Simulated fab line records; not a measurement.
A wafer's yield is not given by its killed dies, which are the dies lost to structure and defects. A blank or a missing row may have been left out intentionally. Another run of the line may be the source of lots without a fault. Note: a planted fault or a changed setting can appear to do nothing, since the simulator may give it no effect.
Code-filled problem report in 8D (eight disciplines) form -- flow nand-harc -- the parts of the form that need people (team, actions taken, sign-off) are left out

== 1. WHAT WENT WRONG ==
Wafers with no fault read 63 with a standard deviation of 27, whereas killed-at-array at NHARC_END_SORT_01 reads a mean of 675 on 1 wafer of 1 lot. Measured from the usual mean, that is +23 standard deviations.
Earliest sighting: wafer L195.4 on prober-02 at day 27 22:42. The record holds 3 wafers of 1 lot with a number at this step. The rule behind "out" and "out of limits": a value lying over 4 standard deviations away from the usual mean. All remaining wafers that have a number are taken as sound.

== 2. WHAT IT IS, WHAT IT ISN'T ==
question,is,is not
which readings at this step,"killed-at-array, killed-dies","killed-at-other, killed-at-periphery, killed-open, killed-short"
which lots,L195,-
which wafers of those lots,L195.4,"L195.1, L195.5"
read on which gauges,prober-02,-
when,from day 27 22:42,up to then (1 sound wafer); but 1 sound wafer of L195 came after

== 3. WHAT RULES OUT EACH SUSPECT ==
Counting: if a tool at a process step up to the reading ran every lot that is out, it stays a suspect. Sound lots after the first of them don't rule it out here, since some wafers of a struck lot are sound.
- the gauge at NHARC_END_SORT_01: kept. All the wafers that are out were read on prober-02, and no step on other tools shows them out.
- rie-diel-11 at NHARC_A_SGD_CUT_ETCH_16 (etches the open film in C4F8/O2/Ar, target depth 310.5 nm, time 155.2 s): kept. It ran the lot that is out, L195 (day 23 11:16). Because NHARC_A_SGD_CUT_ETCH_16 lacks a start for some lots, the hours and order of its lots are taken from NHARC_A_SLIT_INSPECT_11.
- ald-metal-04 at NHARC_A_WL_FILL_ALD_02 (deposits TiN, target thk 2 nm, pulse time 3 s, ald cycles 100): kept. It ran the lot that is out, L195 (day 24 00:49).
- rie-si-06 at NHARC_A_WL_FILL_ETCHBACK_26 (etches the open film in HBr, target depth 52 nm, time 13.3 s): kept. It ran the lot that is out, L195 (day 24 17:22).
- Within ald-metal-04 at NHARC_A_WL_FILL_ALD_02, the wafers that are out were processed in chamber 0 and their sound lot-mates in chamber 1.
- rie-si-06, NHARC_A_WL_FILL_ETCHBACK_26: wafers that are out in chamber 2, sound lot-mates in chambers 0, 1.
Left after counting: rie-diel-11 at NHARC_A_SGD_CUT_ETCH_16, ald-metal-04 at NHARC_A_WL_FILL_ALD_02, rie-si-06 at NHARC_A_WL_FILL_ETCHBACK_26, prober-02 at NHARC_END_SORT_01.

== 4. THE CAUSE (what the simulator had put in) ==
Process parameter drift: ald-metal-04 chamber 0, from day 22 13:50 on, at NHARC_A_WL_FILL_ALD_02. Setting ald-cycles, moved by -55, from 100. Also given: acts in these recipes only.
Counting leaves 4 suspects; this tool is one of them.

== 5. THE CHAIN OF EFFECTS, in route order ==
Rows list readings where the struck wafers' mean (over those with a number) sits beyond 3 standard deviations from the usual. Scope: only readings with a usual standard deviation given in the record; hours: median across lots of the time from each lot's start at the first step in this table that gives one to its start at this step; sigmas: change in usual standard deviations.
hours,step,reading,usual,on struck wafers,change,sigmas
0,NHARC_END_SORT_01,killed-at-array,63,675,+612,+23
0,NHARC_END_SORT_01,killed-dies,67,677,+610,+22

== 6. HOW IT WOULD HAVE BEEN CAUGHT EARLIER ==
129 hours passed between the start of the fault at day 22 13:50 and the first reading out of limits at a measuring or inspecting step in this record, taken at day 27 22:42.
Tool readings at NHARC_A_WL_FILL_ALD_02 with a usual standard deviation given in the record: none out on any struck wafer, hence no alarm at a limit of 4 standard deviations on them.
By day 27 22:42, every lot that is out (1) had started NHARC_A_WL_FILL_ALD_02 on ald-metal-04. Holding the tool at that point would not have protected any of them.
